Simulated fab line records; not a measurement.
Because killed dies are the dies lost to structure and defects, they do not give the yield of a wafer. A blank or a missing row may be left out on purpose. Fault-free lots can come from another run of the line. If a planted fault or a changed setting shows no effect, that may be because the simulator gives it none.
Struck lot and sound lot, side by side | flow nand harc | 14 steps out of a route of 1159
Sound: the wafers L628.3, L628.5, L628.6. Wafers L638.1, L638.2, L638.6 were the ones struck. Last of all comes the cause.
Each step with rows lists, per side, the tool, then ch with its chambers, then its first start. Under that, the readings that differ: sound wafers | struck wafers | difference of the means | sigmas: that difference in standard deviations of wafers without a fault.
alike: same words and numbers on both sides, and readings whose means sit less than 2 such deviations apart. not compared: any withheld reading, any reading some wafer has no value for, any bound like >300 that may hide the same value, and any number with overlapping values for which the record gives no deviation.
Wherever a step has rows on one side only, a row that says differs or no value, or a row with sigmas, the two part there. When numbers do not overlap yet have no deviation, they are printed without sigmas and do not part them. A reading missing from all wafers of one side parts the sides only when that side holds two or more wafers.

NHARC_P_BONDPAD_CD_MEAS_09: target cd 500 nm.
  sound on cd sem-02 ch 0, day 6 18:53; struck on cd sem-02 ch 0, day 9 13:04
  alike: cd nm
NHARC_P_BONDPAD_OVL_MEAS_38:
  sound: overlay-02 at day 6 18:58; struck: overlay-02 at day 9 13:10
  alike: overlay x nm, overlay y nm
then, 1 step without rows for these wafers: NHARC_P_BONDPAD_HARDBAKE_10 (time 65 s).
NHARC_P_BONDPAD_DESCUM_11: chemistry O2, time 3 s.
  sound on rie diel-04 ch 1,2,3, day 6 19:06; struck on rie diel-05 ch 0,1, day 9 13:17
  alike: drypump motor current A, mfc ar sccm, oes product au, rf vpp V, showerhead plenum p Torr, throttle valve pct
  not compared: rf hours counter h
NHARC_P_BONDPAD_ETCH_37: etches the open film in N2/H2, target depth 60 nm, overetch 18 nm, time 65.91 s.
  sound on rie diel-04 ch 1,2,3, day 6 19:11; struck on rie diel-05 ch 0,2,3, day 9 13:23
  reading            | sound     | struck        | difference | sigmas
  mfc ar sccm (sccm) | 0 0.001 0 | 0.014 0 0.033 | +0.015     | +2
  alike: drypump motor current A, oes product au, rf vpp V, showerhead plenum p Torr, throttle valve pct
  not compared: rf hours counter h
then, 1 step without rows for these wafers: NHARC_P_BONDPAD_ETCH_12 (etches the open film in CHF3/O2, target depth 200 nm, time 100 s).
NHARC_P_BONDPAD_CD_MEAS_13:
  sound: cd sem-02 at day 6 19:25; struck: cd sem-02 at day 9 13:37
  alike: cd nm
NHARC_P_BONDPAD_STRIP_15: strips in O2.
  sound on rie diel-13 ch 1,2, day 6 19:29; struck on rie diel-13 ch 1,3, day 9 13:41
  alike: drypump motor current A, mfc ar sccm, oes product au, rf vpp V, showerhead plenum p Torr, throttle valve pct
  not compared: rf hours counter h
then, 3 steps without rows for these wafers: NHARC_P_BONDPAD_ETCH_24 (etches the open film in CF4/N2, target depth 30 nm, time 72.99 s); NHARC_P_BONDPAD_STRIP_16 (strips in post etch residue remover, time 600 s); NHARC_P_BONDPAD_DEGAS_25 (time 60 s).
NHARC_P_BONDPAD_PRE_CLEAN_26: time 30 s.
  sound on pvd sputter-02; struck on pvd sputter-01
  alike: heater power w
NHARC_P_BONDPAD_PVD_17: deposits TaN, target thk 5 nm, time 8.06 s.
  sound: pvd sputter-02 at day 6 20:10; struck: pvd sputter-01 at day 9 14:28
  no value came back on the struck wafers for bias v (V), cathode dc power W (W), throttle valve pct (%); on the sound wafers bias v (V) reads 169.7 167.9 168.3
NHARC_P_BONDPAD_PVD_27: deposits Cu, target thk 30 nm, time 20.49 s.
  sound on pvd sputter-02; struck on pvd sputter-01
  alike: cathode dc power W, chamber pressure pa, throttle valve pct

WHERE THEY PART
First at NHARC_P_BONDPAD_ETCH_37; last, within this record, at NHARC_P_BONDPAD_PVD_17. Later steps at which nothing parts them and some readings are alike: NHARC_P_BONDPAD_PVD_27.

WHY: what had been put in by the simulator
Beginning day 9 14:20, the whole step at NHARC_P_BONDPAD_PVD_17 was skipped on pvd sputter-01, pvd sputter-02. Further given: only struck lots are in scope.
